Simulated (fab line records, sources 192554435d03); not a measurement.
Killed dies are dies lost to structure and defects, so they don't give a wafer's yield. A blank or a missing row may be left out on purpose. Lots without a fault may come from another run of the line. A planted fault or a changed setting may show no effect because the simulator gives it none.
Chamber matching | flow n5_finfet | N5_BEOL_M8_DESCUM_33 on rie_diel-01: 4 sister chambers
The step chemistry O2, time 7 s. 4 wafers are shown with their chamber, then 7 later ones without.

WAFERS WITH THEIR CHAMBER
wafer  | chamber | drypump_motor_current_A (A)
L077.1 | 1       | 5.1
L081.1 | 3       | 6.2
L086.2 | 2       | 4.8
L086.3 | 0       | 5.8

WAFERS WITHOUT THEIR CHAMBER
wafer  | drypump_motor_current_A (A)
L086.4 | 5.8
L088.1 | 4.8
L088.2 | 6.1
L088.5 | 4.8
L087.2 | 5.0
L087.4 | 6.2
L087.6 | 6.1

WHICH CHAMBER EACH WENT THROUGH
wafer  | from the rows above     | in truth
L086.4 | 0                       | 0
L088.1 | 2                       | 2
L088.2 | 3                       | 3
L088.5 | 2                       | 2
L087.2 | can't be placed: 1 or 2 | 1
L087.4 | 3                       | 3
L087.6 | 3                       | 3
Placed correctly: 6 of 7. Can't be placed from these rows: 1 (the true chamber is among the candidates in 1). Placed wrongly: 0.
How it was worked out, from the rows above alone: a wafer's distance from a chamber is the root of the sum, over the readings, of the square of ((its reading less the chamber's mean) divided by the reading's scatter). The wafer belongs to the nearest chamber; if the next one is less than 2 further off, it can't be placed. A chamber's mean is the mean of its shown wafers. The scatter: with one shown wafer a chamber, the root of the mean of the squares of how far each hidden wafer lies from its nearest shown one.
